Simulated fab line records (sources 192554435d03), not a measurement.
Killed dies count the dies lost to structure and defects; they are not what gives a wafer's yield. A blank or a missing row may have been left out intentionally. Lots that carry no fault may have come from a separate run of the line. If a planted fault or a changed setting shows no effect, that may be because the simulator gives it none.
fab line records	flow n5Finfet
record: lots: 7	wafers: 21
route steps=1938 shown SD_EPI_P@301 HKMG_FIN@395 GATE_CUT@469 MOL_CONTACT_COAG@559 BEOL_M0_SAQP@634
startH: the number of hours between the record's first day and the start of the first shown wafer of the lot	waitH: time in hours since the lot's previous step	" repeats the value in the row above	L1.1+2: several wafers, shown together as one row	- no value, or no start given	* or withheld: withheld	< > ~ a bound
route shown NAME@n: a module of which the file shows steps, and the number in the route of the first	usual: mean and standard deviation over wafers with no fault	same: alike in all rows	chamber/n: place in a boat	sites: the reading at each site	_std_site: the values' standard deviation	_edge_site: the outer-site mean with the inner-site mean subtracted	radiusMm: how far each site lies from the wafer's centre	mask NAME#n: copy n	behind: the most recent tool/chamber to have shaped the wafer	hold: why the lot was held/for how many hours/how that ended	device: transistor that didn't switch, given as n, p or np	end of line: tests of these same wafers at the route's end	step lacking rows: just its recipe	killed: count of dies lost to structure and defects at first sort (not the wafer's yield)	map: the dies of a wafer, with x for killed, . for not killed, _ for no die there
set.NAME: the setting that was run; set.NAME@STEP: the one run at that earlier step	model.NAME: the simulator's own value behind a step, which no gauge read
lots run with intentionally changed settings; tables by step, rows by wafer
== steps ==
step: N5_SD_EPI_P_PEB_07
recipe: pebTempC: 110	pebTimeS: 60	resist: CAR-ArF-block
lot.wafer	tool	chamber	startH	waitH	set.pebTimeS
L075.1+4+5	lithoTrack-05	0	63.95	0.1	53.8
L079.4+5	lithoTrack-01	0	86.42	0.0	48.88
L079.6	"	0	"	"	60
L085.2+3	lithoTrack-02	0	121.67	0.0	55.49
L085.6	"	0	"	"	60
L092.2+4	lithoTrack-02	0	161.77	0.0	48.38
L092.3	"	0	"	"	60
L093.4+5+6	lithoTrack-01	0	168.49	0.0	60
L095.1+4+5	lithoTrack-05	0	180.74	0.1	60
L097.2+5	lithoTrack-05	0	195.95	0.0	55.39
L097.3	"	0	"	"	60
step: N5_SD_EPI_P_DEVELOP_08
recipe: developTimeS: 30	developer: TMAH	resist: CAR-ArF-block	devTempC: 23	rinseLiquid: diw	dry: airSpin
step: N5_SD_EPI_P_CD_MEAS_09
recipe: targetCdNm: 240	landingEnergyEv: 500	detector: seInlens
usual: cdNm: 239.7/0.72
lot.wafer	tool	chamber	startH	waitH	set.pebTimeS@SD_EPI_P_PEB_07	cdNm
L075.1	cdSem-02	0	64.02	-	53.8	234.9
L075.4	"	0	"	"	53.8	236.1
L075.5	"	0	"	"	53.8	235.5
L079.4	cdSem-01	0	86.49	-	48.88	231.1
L079.5	"	0	"	"	48.88	232.1
L079.6	"	0	"	"	60	239.8
L085.2	cdSem-02	0	121.74	-	55.49	237.2
L085.3	"	0	"	"	55.49	237.1
L085.6	"	0	"	"	60	238.6
L092.2	cdSem-02	0	161.84	-	48.38	231.5
L092.3	"	0	"	"	60	239.6
L092.4	"	0	"	"	48.38	232.3
L093.4	cdSem-01	0	168.56	-	60	240.0
L093.5	"	0	"	"	60	240.4
L093.6	"	0	"	"	60	239.4
L095.1	cdSem-01	0	180.81	-	60	240.2
L095.4	"	0	"	"	60	238.3
L095.5	"	0	"	"	60	239.0
L097.2	cdSem-01	0	196.02	-	55.39	238.3
L097.3	"	0	"	"	60	240.7
L097.5	"	0	"	"	55.39	237.5
step: N5_SD_EPI_P_DESCUM_14
recipe: chemistry: O2	timeS: 7.9	sourcePowerW: 50	biasPowerW: 20	pressureMtorr: 20	rfFrequencyHz: 2.712e+07	tempC: 40	resist: CAR-ArF-block	o2FlowSccm: 225
lot.wafer	tool	chamber	startH	waitH	set.pebTimeS@SD_EPI_P_PEB_07	model.SD_EPI_P.cdNm
L075.1	rieDiel-02	2	64.11	0.0	53.8	234.8
L075.4	"	1	"	"	53.8	235.8
L075.5	"	1	"	"	53.8	235.4
L079.4	rieDiel-03	1	86.57	0.0	48.88	231.2
L079.5	"	1	"	"	48.88	232.2
L079.6	"	0	"	"	60	239.8
L085.2	rieDiel-06	2	121.82	0.0	55.49	236.6
L085.3	"	0	"	"	55.49	237
L085.6	"	1	"	"	60	238.6
L092.2	rieDiel-03	3	161.92	0.0	48.38	231.4
L092.3	"	1	"	"	60	239.8
L092.4	"	2	"	"	48.38	232.6
L093.4	rieDiel-02	2	168.67	0.1	60	239.6
L093.5	"	3	"	"	60	240.2
L093.6	"	2	"	"	60	239.4
L095.1	rieDiel-03	2	181.23	0.4	60	240.4
L095.4	"	2	"	"	60	238.6
L095.5	"	1	"	"	60	239.6
L097.2	rieDiel-06	0	196.37	0.3	55.39	237.4
L097.3	"	3	"	"	60	240.6
L097.5	"	0	"	"	55.39	237.6
step: N5_SD_EPI_P_ETCH_36
recipe: chemistry: CF4	target: SiARC	targetDepthA: 455	maskMaterial: CAR-ArF-block	timeS: 75.8	ionEnergyEv: 80	pressureMtorr: 40	sourceW: 545	biasW: 36	Ar_flow_sccm: 100	cf4FlowSccm: 100	ends: cleared
step: N5_SD_EPI_P_ETCH_37
recipe: chemistry: N2/H2	target: SOC	overetchA: 1080	maskMaterial: SiARC	tempC: 40	ionEnergyEv: 100	sourceW: 3000	biasW: 133	pressureMtorr: 20	timeS: 486	n2FlowSccm: 200	h2FlowSccm: 200	ends: endPoint
lot.wafer	tool	chamber	startH	waitH	set.pebTimeS@SD_EPI_P_PEB_07	model.SD_EPI_P.cdNm
L075.1	rieDiel-02	2	64.20	0.0	53.8	235.2
L075.4	"	1	"	"	53.8	235.4
L075.5	"	1	"	"	53.8	235.6
L079.4	rieDiel-03	1	86.66	0.0	48.88	230
L079.5	"	1	"	"	48.88	230.2
L079.6	"	0	"	"	60	239
L085.2	rieDiel-06	2	121.91	0.0	55.49	235.6
L085.3	"	0	"	"	55.49	236.8
L085.6	"	1	"	"	60	238.4
L092.2+4	rieDiel-03	3,2	162.02	0.0	48.38	231.4
L092.3	"	1	"	"	60	239.2
L093.4	rieDiel-02	2	168.76	0.0	60	240.4
L093.5	"	3	"	"	60	241.4
L093.6	"	2	"	"	60	240.8
L095.1	rieDiel-03	2	181.32	0.0	60	239.8
L095.4	"	2	"	"	60	238
L095.5	"	1	"	"	60	239.6
L097.2	rieDiel-06	0	196.46	0.0	55.39	236.8
L097.3	"	3	"	"	60	241
L097.5	"	0	"	"	55.39	236.6
step: N5_SD_EPI_P_STRIP_38
recipe: chemistry: N2/H2	tempC: 40	n2FlowSccm: 200	h2FlowSccm: 200	rfFrequencyHz: 6e+07
step: N5_SD_EPI_P_ETCHBACK_46
recipe: chemistry: CH3F/O2	mode: anisotropicEtchback	target: SiNx	targetDepthA: 175	stopOn: SiO2	overEtchFrac: 0.3	ionEnergyEv: 120	pressureMtorr: 30	sourceW: 395	biasW: 73	Ar_flow_sccm: 150	CH3F_flow_sccm: 30	O2_flow_sccm: 20
step: N5_SD_EPI_P_ETCH_16
recipe: chemistry: CHF3/O2	target: SiO2	targetDepthA: 50	maskMaterial: SOC	pressureMtorr: 30	sourceW: 650	biasW: 170	Ar_flow_sccm: 200	CHF3_flow_sccm: 50	O2_flow_sccm: 5	ionEnergyEv: 200
step: N5_SD_EPI_P_STRIP_50
recipe: chemistry: CHF3/O2	resist: SiARC	rfFrequencyHz: 6e+07
step: N5_SD_EPI_P_SD_RECESS_17
recipe: chemistry: HBr/Cl2/O2	targetDepthA: 391	btTimeS: 3	pressureMtorr: 10	icpW: 800	biasW: 112	HBr_flow_sccm: 150	Cl2_flow_sccm: 80	O2_flow_sccm: 12
lot.wafer	tool	chamber	startH	waitH	set.pebTimeS@SD_EPI_P_PEB_07	model.SD_EPI_P.cdNm
L075.1	rieSi-01	3	64.80	0.0	53.8	235.2
L075.4	"	2	"	"	53.8	235.6
L075.5	"	0	"	"	53.8	235.8
L079.4	rieSi-06	3	87.26	0.0	48.88	229.8
L079.5	"	1	"	"	48.88	230
L079.6	"	2	"	"	60	239.2
L085.2	rieSi-05	0	122.51	0.0	55.49	235.6
L085.3	"	2	"	"	55.49	236.8
L085.6	"	0	"	"	60	238.4
L092.2+4	rieSi-05	0,3	162.61	0.0	48.38	231.2
L092.3	"	1	"	"	60	239
L093.4	rieSi-05	0	169.35	0.0	60	240.4
L093.5	"	0	"	"	60	241.6
L093.6	"	1	"	"	60	240.8
L095.1	rieSi-06	2	181.91	0.0	60	239.8
L095.4	"	3	"	"	60	238
L095.5	"	2	"	"	60	239.6
L097.2+5	rieSi-01	2	197.06	0.0	55.39	236.6
L097.3	"	0	"	"	60	240.8
step: N5_HKMG_FIN_EXPOSE_46
recipe: maskId: NDIPOLE	na: 1.35	sourceShape: conventional	sigmaOuter: 0.8	polarization: unpolarized	doseMj: 40
lot.wafer	tool	chamber	startH	waitH	mask	set.doseMj
L075.1+4	arfiScanner-03	0	81.18	-	NDIPOLE#0	40
L075.5	"	0	"	"	NDIPOLE#0	41.95
L079.4+5+6	arfiScanner-03	0	104.95	-	NDIPOLE#0	37.86
L085.2+6	arfiScanner-02	0	138.81	-	NDIPOLE#0	42.34
L085.3	"	0	"	"	NDIPOLE#0	40
L092.2+3+4	arfiScanner-03	0	179.44	-	NDIPOLE#0	40
L093.4	arfiScanner-01	0	189.23	-	NDIPOLE#0	40
L093.5+6	"	0	"	"	NDIPOLE#0	37.4
L095.1+4+5	arfiScanner-03	0	198.85	-	NDIPOLE#0	40
L097.2+3+5	arfiScanner-02	0	214.79	-	NDIPOLE#0	40
step: N5_HKMG_FIN_PEB_47
recipe: pebTempC: withheld	pebTimeS: 60	resist: CAR-ArF
step: N5_HKMG_FIN_DEVELOP_48
recipe: developTimeS: 30	developer: TMAH	resist: CAR-ArF	rinseLiquid: diw	dry: airSpin	devTempC: 23
step: N5_HKMG_FIN_CD_MEAS_49
recipe: targetCdNm: 202	landingEnergyEv: 500	detector: seInlens	polarity: opening
usual: cdNm: 202.1/0.51
lot.wafer	tool	chamber	startH	waitH	set.doseMj@HKMG_FIN_EXPOSE_46	cdNm
L075.1	cdSem-02	0	81.31	-	40	202.4
L075.4	"	0	"	"	40	201.9
L075.5	"	0	"	"	41.95	205.7
L079.4	cdSem-01	0	105.06	-	37.86	199.1
L079.5	"	0	"	"	37.86	198.9
L079.6	"	0	"	"	37.86	199.0
L085.2	cdSem-01	0	138.93	-	42.34	205.5
L085.3	"	0	"	"	40	202.2
L085.6	"	0	"	"	42.34	205.3
L092.2	cdSem-02	0	179.55	-	40	202.8
L092.3	"	0	"	"	40	202.0
L092.4	"	0	"	"	40	202.2
L093.4	cdSem-02	0	189.34	-	40	201.7
L093.5	"	0	"	"	37.4	197.6
L093.6	"	0	"	"	37.4	197.5
L095.1	cdSem-01	0	198.98	-	40	202.8
L095.4	"	0	"	"	40	202.2
L095.5	"	0	"	"	40	202.7
L097.2	cdSem-02	0	214.91	-	40	202.0
L097.3	"	0	"	"	40	202.2
L097.5	"	0	"	"	40	201.1
step: N5_HKMG_FIN_ETCH_54
recipe: chemistry: CF4	target: SiARC	targetDepthA: 455	maskMaterial: CAR-ArF	timeS: 75.8	ionEnergyEv: 80	pressureMtorr: 40	sourceW: 545	biasW: 36	Ar_flow_sccm: 100	cf4FlowSccm: 100	ends: cleared
lot.wafer	tool	chamber	startH	waitH	set.cf4FlowSccm	set.doseMj@HKMG_FIN_EXPOSE_46	model.HKMG_FIN.cdOffsetNm
L075.1+4	rieDiel-04	1,3	81.44	0.0	100	40	0.2
L075.5	"	2	"	"	115.4	41.95	3.6
L079.4	rieDiel-04	3	105.20	0.0	100	37.86	-3.2
L079.5	"	2	"	"	100	37.86	-3.4
L079.6	"	3	"	"	78.27	37.86	-3.2
L085.2	rieDiel-01	1	139.24	0.0	100	42.34	3.2
L085.3	"	0	"	"	79.35	40	-0.2
L085.6	"	1	"	"	79.35	42.34	2.8
L092.2	rieDiel-01	1	179.68	0.0	108.1	40	0.8
L092.3	"	2	"	"	100	40	-0.2
L092.4	"	0	"	"	108.1	40	0.2
L093.4	rieDiel-04	3	189.49	0.0	79.54	40	0
L093.5	"	0	"	"	100	37.4	-3.6
L093.6	"	1	"	"	79.54	37.4	-4
L095.1	rieDiel-04	1	199.32	0.0	100	40	1
L095.4	"	3	"	"	100	40	0.6
L095.5	"	0	"	"	100	40	0.8
L097.2	rieDiel-01	2	215.03	0.0	100	40	-0.4
L097.3	"	1	"	"	100	40	0.2
L097.5	"	1	"	"	100	40	-0.6
step: N5_HKMG_FIN_ETCH_55
recipe: chemistry: N2/H2	target: SOC	targetDepthA: 2400	tempC: 40	timeS: 300	ionEnergyEv: 200	maskMaterial: SiARC	pressureMtorr: 30	sourceW: 840	biasW: 150	n2FlowSccm: 200	h2FlowSccm: 200
lot.wafer	tool	chamber	startH	waitH	set.doseMj@HKMG_FIN_EXPOSE_46	model.HKMG_FIN.cdOffsetNm
L075.1	rieDiel-04	1	81.49	0.0	40	0.6
L075.4	"	3	"	"	40	0.4
L075.5	"	2	"	"	41.95	3.6
L079.4+6	rieDiel-04	3	105.26	0.0	37.86	-3
L079.5	"	2	"	"	37.86	-3.2
L085.2	rieDiel-01	1	139.29	0.0	42.34	3
L085.3	"	0	"	"	40	-0.4
L085.6	"	1	"	"	42.34	2.8
L092.2	rieDiel-01	1	179.73	0.0	40	1
L092.3	"	2	"	"	40	-0.6
L092.4	"	0	"	"	40	0.2
L093.4	rieDiel-04	3	189.61	0.1	40	0.2
L093.5	"	0	"	"	37.4	-4
L093.6	"	1	"	"	37.4	-4.2
L095.1	rieDiel-04	1	199.38	0.0	40	1
L095.4	"	3	"	"	40	0.4
L095.5	"	0	"	"	40	0.6
L097.2	rieDiel-01	2	215.09	0.0	40	-0.4
L097.3	"	1	"	"	40	0.8
L097.5	"	1	"	"	40	0
step: N5_HKMG_FIN_ETCH_58
recipe: chemistry: N2/H2	target: SOC	targetDepthA: 2158	ionEnergyEv: 50	biasW: 13	timeS: 741	pressureMtorr: 30	sourceW: 875	n2FlowSccm: 200	h2FlowSccm: 200
usual: rfVppV: 99.1/1
lot.wafer	tool	chamber	startH	waitH	set.sourceW	rfVppV	model.HKMG_FIN.featureDepthNm	model.etch.depthNm	model.SOC_of_HKMG_FIN_COAT_41.thkNm
L075.1	rieDiel-04	1	81.70	0.0	875	99.3	219	219	82.4
L075.4	"	3	"	"	875	99.8	214.4	214.4	87.4
L075.5	"	2	"	"	875	100.1	212.8	212.7	87.6
L079.4	rieDiel-04	3	105.47	0.0	958.8	96.3	230.6	230.7	66.8
L079.5	"	2	"	"	875	99.6	216.4	216.4	82.2
L079.6	"	3	"	"	958.8	94.5	231	231	67.6
L085.2	rieDiel-01	1	139.50	0.0	875	100.4	216	216.1	84
L085.3	"	0	"	"	875	99.1	215.6	215.6	83.8
L085.6	"	1	"	"	1027	92.8	248.4	248.4	50.8
L092.2	rieDiel-01	1	179.94	0.0	796.2	102.4	198.6	198.6	101.6
L092.3	"	2	"	"	875	99.0	212.8	212.8	87.4
L092.4	"	0	"	"	875	99.7	216.8	216.7	84.2
L093.4	rieDiel-04	3	189.94	0.2	875	98.8	215.2	215.2	86
L093.5	"	0	"	"	875	98.5	212.8	212.7	88
L093.6	"	1	"	"	980.1	94.8	241.8	241.8	59.2
L095.1	rieDiel-04	1	199.59	0.0	875	98.9	217	217.1	82.6
L095.4	"	3	"	"	875	100.6	212.6	212.6	87
L095.5	"	0	"	"	875	96.8	211	211	88.6
L097.2	rieDiel-01	2	215.30	0.0	875	99.7	209.8	209.8	90.2
L097.3	"	1	"	"	875	100.1	214	214.1	86.2
L097.5	"	1	"	"	875	99.8	213.8	213.8	86.6
step: N5_GATE_CUT_ETCH_58
recipe: chemistry: CH3F/O2	target: SiNx	targetDepthA: 170	timeS: 128.6	ionEnergyEv: 50	pressureMtorr: 30	sourceW: 415	biasW: 21	Ar_flow_sccm: 150	CH3F_flow_sccm: 30	O2_flow_sccm: 20
lot.wafer	tool	chamber	startH	waitH	set.timeS	model.etch.depthNm
L075.1	rieDiel-03	3	89.92	0.2	128.6	16.53
L075.4	"	2	"	"	128.6	16.67
L075.5	"	1	"	"	128.6	16.93
L079.4	rieDiel-03	1	113.88	0.1	128.6	16.84
L079.5	"	3	"	"	128.6	16.68
L079.6	"	2	"	"	114.5	14.9
L085.2	rieDiel-02	1	147.39	0.0	145.6	19.27
L085.3	"	2	"	"	145.6	19.11
L085.6	"	2	"	"	128.6	16.82
L092.2	rieDiel-03	1	187.97	0.1	128.6	16.7
L092.3	"	0	"	"	152.7	20.25
L092.4	"	1	"	"	152.7	19.79
L093.4	rieDiel-02	2	197.60	0.0	128.6	16.83
L093.5	"	2	"	"	128.6	16.79
L093.6	"	3	"	"	128.6	17.7
L095.1	rieDiel-03	3	207.60	0.0	128.6	17.35
L095.4	"	0	"	"	128.6	17.19
L095.5	"	2	"	"	128.6	16.75
L097.2	rieDiel-02	1	223.49	0.1	128.6	16.86
L097.3	"	3	"	"	128.6	17.5
L097.5	"	2	"	"	128.6	16.75
step: N5_MOL_CONTACT_COAG_ALD_27
recipe: material: SiOC	targetThkA: 170	tempC: 400	aldPrecursorFamily: carbosiloxane	aldCoReactant: H2-plasma	pulseTimeS: 1.5	timeS: 2720	purgeTimeS: 2	coReactantPurgeTimeS: 2	aldCycles: 340	pressureTorr: 2
lot.wafer	tool	chamber	startH	waitH	set.aldCycles	model.SiOC_of_MOL_CONTACT_COAG_ALD_27.thkNm
L075.1+4+5	aldSin-03	2,3,0	107.89	0.2	340	17
L079.4+5	aldSin-01	1,0	130.05	0.0	361	18
L079.6	"	1	"	"	340	17
L085.2+3	aldSin-03	0,2	164.41	0.0	340	17
L085.6	"	0	"	"	340	16.8
L092.2+3	aldSin-04	1,0	205.51	0.0	340	17
L092.4	"	1	"	"	321	16
L093.4	aldSin-01	0	209.78	0.0	340	17
L093.5+6	"	0,3	"	"	381	19
L095.1+4+5	aldSin-01	0,2,1	220.90	0.0	340	17
L097.2+5	aldSin-04	1,3	237.71	0.0	340	17
L097.3	"	2	"	"	310	15.6
step: N5_MOL_CONTACT_COAG_COAT_76
recipe: resist: SiARC	tempC: 220	timeS: 60	spinRpm: 1500	resistThkNm: 10
lot.wafer	tool	chamber	startH	waitH	set.spinRpm
L075.1	lithoTrack-03	0	-	-	1550
L075.4+5	"	0	"	"	1500
L079.4+5+6	lithoTrack-02	0	-	-	1552
L085.2+3+6	lithoTrack-03	0	-	-	1500
L092.2+4	lithoTrack-02	0	-	-	1570
L092.3	"	0	"	"	1500
L093.4+5	lithoTrack-04	0	-	-	1500
L093.6	"	0	"	"	1574
L095.1+4+5	lithoTrack-04	0	-	-	1500
L097.2+5	lithoTrack-03	0	-	-	1500
L097.3	"	0	"	"	1405
step: N5_MOL_CONTACT_COAG_COAT_77
recipe: resist: underlayer	tempC: 205	timeS: 60	spinRpm: 1500	resistThkNm: 10
step: N5_MOL_CONTACT_COAG_COAT_78
recipe: resist: CAR-EUV	spinRpm: 1500	resistThkNm: 40
step: N5_MOL_CONTACT_COAG_DESCUM_88
recipe: chemistry: O2	timeS: 7	sourcePowerW: 50	biasPowerW: 20	pressureMtorr: 20	rfFrequencyHz: 2.712e+07	tempC: 40	resist: CAR-EUV	o2FlowSccm: 225
step: N5_MOL_CONTACT_COAG_ETCH_89
recipe: chemistry: N2/H2	target: underlayer	targetDepthA: 130	maskMaterial: CAR-EUV	timeS: 10.4	ionEnergyEv: 200	pressureMtorr: 30	sourceW: 840	biasW: 150	n2FlowSccm: 200	h2FlowSccm: 200	ends: cleared
step: N5_MOL_CONTACT_COAG_ETCH_90
recipe: chemistry: CF4	target: SiARC	targetDepthA: 130	maskMaterial: CAR-EUV	timeS: 21.7	ionEnergyEv: 80	pressureMtorr: 40	sourceW: 545	biasW: 36	Ar_flow_sccm: 100	cf4FlowSccm: 100	ends: cleared
usual: etchRfOnTimeS: 21.9/0.32
lot.wafer	tool	chamber	startH	waitH	set.spinRpm@MOL_CONTACT_COAG_COAT_76	etchRfOnTimeS	model.etch.depthNm
L075.1	rieDiel-05	3	112.90	0.0	1550	21.6	9.849
L075.4	"	1	"	"	1500	22.2	10.02
L075.5	"	1	"	"	1500	22.3	10.02
L079.4	rieDiel-05	1	133.87	0.0	1552	21.6	9.82
L079.5	"	1	"	"	1552	21.3	9.804
L079.6	"	0	"	"	1552	21.9	9.799
L085.2	rieDiel-01	0	167.91	0.0	1500	21.8	10.01
L085.3	"	1	"	"	1500	21.4	9.996
L085.6	"	1	"	"	1500	21.7	10
L092.2	rieDiel-04	1	208.47	0.0	1570	21.0	9.797
L092.3	"	0	"	"	1500	22.3	10.04
L092.4	"	2	"	"	1570	21.2	9.8
L093.4	rieDiel-04	0	213.08	0.0	1500	22.1	10.03
L093.5	"	3	"	"	1500	21.9	10.05
L093.6	"	1	"	"	1574	20.9	9.793
L095.1	rieDiel-05	3	223.96	0.0	1500	22.1	10
L095.4	"	2	"	"	1500	22.0	9.981
L095.5	"	3	"	"	1500	21.9	10.01
L097.2	rieDiel-04	1	240.93	0.0	1500	21.4	10.05
L097.3	"	3	"	"	1405	22.6	10.39
L097.5	"	1	"	"	1500	21.1	10.02
step: N5_BEOL_M0_SAQP_HM_DEP_02
recipe: material: TiN	targetThkA: 120	tempC: 25	chamberPressurePa: 0.49996
lot.wafer	tool	chamber	startH	waitH	set.targetThkA	model.TiN_of_BEOL_M0_SAQP_HM_DEP_02.thkNm
L075.1+4	pvdSputter-01	-	122.70	1.2	128.6	12.8
L075.5	"	-	"	"	128.6	12.6
L079.4	pvdSputter-02	-	140.74	0.1	126.6	12.6
L079.5+6	"	-	"	"	120	12
L085.2+3+6	pvdSputter-01	-	175.60	0.5	120	12.2
L092.2	pvdSputter-03	-	216.78	1.1	120	11.8
L092.3	"	-	"	"	111.8	11
L092.4	"	-	"	"	120	12
L093.4+5+6	pvdSputter-01	-	220.19	0.9	120	12
L095.1+4+5	pvdSputter-01	-	230.49	0.2	120	12
L097.2	pvdSputter-01	-	248.20	0.6	120	11.8
L097.3+5	"	-	"	"	110.1	10.8
step: N5_BEOL_M0_SAQP_COAT_81
recipe: resist: SOC	tempC: 250	timeS: 60	spinRpm: 1500	resistThkNm: 100
lot.wafer	tool	chamber	startH	waitH	set.spinRpm	model.SOC_of_BEOL_M0_SAQP_COAT_81.thkNm
L075.1	lithoTrack-02	0	123.16	0.1	1500	99.4
L075.4	"	0	"	"	1500	99.2
L075.5	"	0	"	"	1500	99.8
L079.4	lithoTrack-01	0	141.19	0.0	1411	103.4
L079.5+6	"	0	"	"	1500	100
L085.2+6	lithoTrack-05	0	176.07	0.1	1376	104.4
L085.3	"	0	"	"	1500	99.8
L092.2	lithoTrack-01	0	217.23	0.1	1410	103.4
L092.3+4	"	0	"	"	1410	103.2
L093.4	lithoTrack-02	0	220.72	0.0	1415	103
L093.5	"	0	"	"	1500	99.8
L093.6	"	0	"	"	1415	102.6
L095.1	lithoTrack-01	0	230.93	0.1	1500	99.8
L095.4	"	0	"	"	1500	100
L095.5	"	0	"	"	1500	99.4
L097.2	lithoTrack-01	0	248.64	0.1	1500	100
L097.3	"	0	"	"	1647	95.4
L097.5	"	0	"	"	1500	100.4
== key ==
split: step: N5_SD_EPI_P_PEB_07	setting: pebTimeS	stated: 60	by: wafer
response: step: N5_SD_EPI_P_CD_MEAS_09	reading: cdNm	change: +0.4	per: 1%	r: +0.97
response: step: N5_SD_EPI_P_DESCUM_14	reading: model.SD_EPI_P.cdNm	change: +0.406	per: 1%	r: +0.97
response: step: N5_SD_EPI_P_ETCH_37	reading: model.SD_EPI_P.cdNm	change: +0.438	per: 1%	r: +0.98
response: step: N5_SD_EPI_P_SD_RECESS_17	reading: model.SD_EPI_P.cdNm	change: +0.446	per: 1%	r: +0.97
split: step: N5_HKMG_FIN_EXPOSE_46	setting: doseMj	stated: 40	by: wafer
response: step: N5_HKMG_FIN_CD_MEAS_49	reading: cdNm	change: +0.621	per: 1%	r: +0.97
response: step: N5_HKMG_FIN_ETCH_54	reading: model.HKMG_FIN.cdOffsetNm	change: +0.599	per: 1%	r: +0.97
response: step: N5_HKMG_FIN_ETCH_55	reading: model.HKMG_FIN.cdOffsetNm	change: +0.622	per: 1%	r: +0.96
split: step: N5_HKMG_FIN_ETCH_54	setting: cf4FlowSccm	stated: 100	by: wafer
response none clear
split: step: N5_HKMG_FIN_ETCH_58	setting: sourceW	stated: 875	by: wafer
response: step: N5_HKMG_FIN_ETCH_58	reading: rfVppV	change: -0.379	per: 1%	r: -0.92
response: step: N5_HKMG_FIN_ETCH_58	reading: model.HKMG_FIN.featureDepthNm	change: +1.91	per: 1%	r: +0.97
response: step: N5_HKMG_FIN_ETCH_58	reading: model.etch.depthNm	change: +1.91	per: 1%	r: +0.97
response: step: N5_HKMG_FIN_ETCH_58	reading: model.SOC_of_HKMG_FIN_COAT_41.thkNm	change: -1.93	per: 1%	r: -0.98
split: step: N5_GATE_CUT_ETCH_58	setting: timeS	stated: 128.6	by: wafer
response: step: N5_GATE_CUT_ETCH_58	reading: model.etch.depthNm	change: +0.176	per: 1%	r: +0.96
split: step: N5_MOL_CONTACT_COAG_ALD_27	setting: aldCycles	stated: 340	by: wafer
response: step: N5_MOL_CONTACT_COAG_ALD_27	reading: model.SiOC_of_MOL_CONTACT_COAG_ALD_27.thkNm	change: +0.165	per: 1%	r: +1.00
split: step: N5_MOL_CONTACT_COAG_COAT_76	setting: spinRpm	stated: 1500	by: wafer
response: step: N5_MOL_CONTACT_COAG_ETCH_90	reading: etchRfOnTimeS	change: *	per: 1%	r: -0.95
response: step: N5_MOL_CONTACT_COAG_ETCH_90	reading: model.etch.depthNm	change: -0.0524	per: 1%	r: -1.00
split: step: N5_BEOL_M0_SAQP_HM_DEP_02	setting: targetThkA	stated: 120	by: wafer
response: step: N5_BEOL_M0_SAQP_HM_DEP_02	reading: model.TiN_of_BEOL_M0_SAQP_HM_DEP_02.thkNm	change: +0.122	per: 1%	r: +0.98
split: step: N5_BEOL_M0_SAQP_COAT_81	setting: spinRpm	stated: 1500	by: wafer
response: step: N5_BEOL_M0_SAQP_COAT_81	reading: model.SOC_of_BEOL_M0_SAQP_COAT_81.thkNm	change: -0.528	per: 1%	r: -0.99
